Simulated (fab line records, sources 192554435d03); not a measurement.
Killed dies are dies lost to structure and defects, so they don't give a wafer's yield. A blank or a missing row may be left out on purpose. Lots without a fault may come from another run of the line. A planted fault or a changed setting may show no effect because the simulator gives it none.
Chamber matching | flow n5_finfet | N5_BEOL_M4_ALD_84 on ald_metal-03: 4 sister chambers
The step deposits TaN, pulse time 2 s, purge time 3 s, co reactant purge time 2 s. 8 wafers are shown with their chamber, then 7 later ones without.

WAFERS WITH THEIR CHAMBER
wafer  | chamber | heater_power_w (W) | precursor_vessel_carrier_sccm (sccm)
L074.2 | 2       | 320                | 1000.9
L079.2 | 0       | 375                | 996.5
L079.3 | 3       | 384                | 1000.5
L080.2 | 1       | 391                | 999.8
L080.3 | 0       | 369                | 997.4
L080.5 | 3       | 394                | 998.5
L083.1 | 2       | 313                | 1002.6
L083.2 | 1       | 385                | 999.9

WAFERS WITHOUT THEIR CHAMBER
wafer  | heater_power_w (W) | precursor_vessel_carrier_sccm (sccm)
L083.6 | 317                | 1002.7
L091.1 | 393                | 998.6
L091.2 | 375                | 1002.0
L091.4 | 400                | 998.9
L095.2 | 311                | 1001.8
L095.3 | 403                | 995.6
L095.6 | 317                | 998.3

WHICH CHAMBER EACH WENT THROUGH
wafer  | from the rows above          | in truth
L083.6 | 2                            | 2
L091.1 | can't be placed: 3 or 1      | 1
L091.2 | can't be placed: 1 or 3 or 0 | 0
L091.4 | can't be placed: 3 or 1      | 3
L095.2 | 2                            | 2
L095.3 | can't be placed: 3 or 1 or 0 | 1
L095.6 | 2                            | 2
Placed correctly: 3 of 7. Can't be placed from these rows: 4 (the true chamber is among the candidates in 4). Placed wrongly: 0.
How it was worked out, from the rows above alone: a wafer's distance from a chamber is the root of the sum, over the readings, of the square of ((its reading less the chamber's mean) divided by the reading's scatter). The wafer belongs to the nearest chamber; if the next one is less than 2 further off, it can't be placed. A chamber's mean is the mean of its shown wafers. The scatter: the root of (the sum of the squares of (reading less its chamber's mean) over the shown wafers, divided by (wafers less chambers)).
